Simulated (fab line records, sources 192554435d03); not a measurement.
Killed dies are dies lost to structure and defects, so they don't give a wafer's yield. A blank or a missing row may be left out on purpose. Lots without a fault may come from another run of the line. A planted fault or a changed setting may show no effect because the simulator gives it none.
Chamber matching | flow n5_finfet | N5_BEOL_M0_STRIP_104 on rie_diel-04: 4 sister chambers
The step strips in N2/H2. 7 wafers are shown with their chamber, then 7 later ones without.

WAFERS WITH THEIR CHAMBER
wafer  | chamber | showerhead_plenum_p_Torr (Torr) | throttle_valve_pct (%)
L076.3 | 0       | 2.48                            | 23.56
L082.4 | 3       | 2.61                            | 23.75
L086.4 | 1       | 2.73                            | 23.42
L087.4 | 1       | 2.73                            | 23.43
L087.5 | 2       | 2.59                            | 23.86
L088.1 | 3       | 2.60                            | 23.47
L088.2 | 2       | 2.59                            | 23.89

WAFERS WITHOUT THEIR CHAMBER
wafer  | showerhead_plenum_p_Torr (Torr) | throttle_valve_pct (%)
L088.5 | 2.73                            | 23.42
L090.4 | 2.72                            | 23.41
L090.5 | 2.72                            | 23.45
L090.6 | 2.59                            | 23.88
L095.4 | 2.46                            | 23.39
L095.5 | 2.60                            | 23.49
L095.6 | 2.46                            | 23.41

WHICH CHAMBER EACH WENT THROUGH
wafer  | from the rows above | in truth
L088.5 | 1                   | 1
L090.4 | 1                   | 1
L090.5 | 1                   | 1
L090.6 | 2                   | 2
L095.4 | 0                   | 0
L095.5 | 3                   | 3
L095.6 | 0                   | 0
Placed correctly: 7 of 7. Can't be placed from these rows: 0. Placed wrongly: 0.
How it was worked out, from the rows above alone: a wafer's distance from a chamber is the root of the sum, over the readings, of the square of ((its reading less the chamber's mean) divided by the reading's scatter). The wafer belongs to the nearest chamber; if the next one is less than 2 further off, it can't be placed. A chamber's mean is the mean of its shown wafers. The scatter: the root of (the sum of the squares of (reading less its chamber's mean) over the shown wafers, divided by (wafers less chambers)).
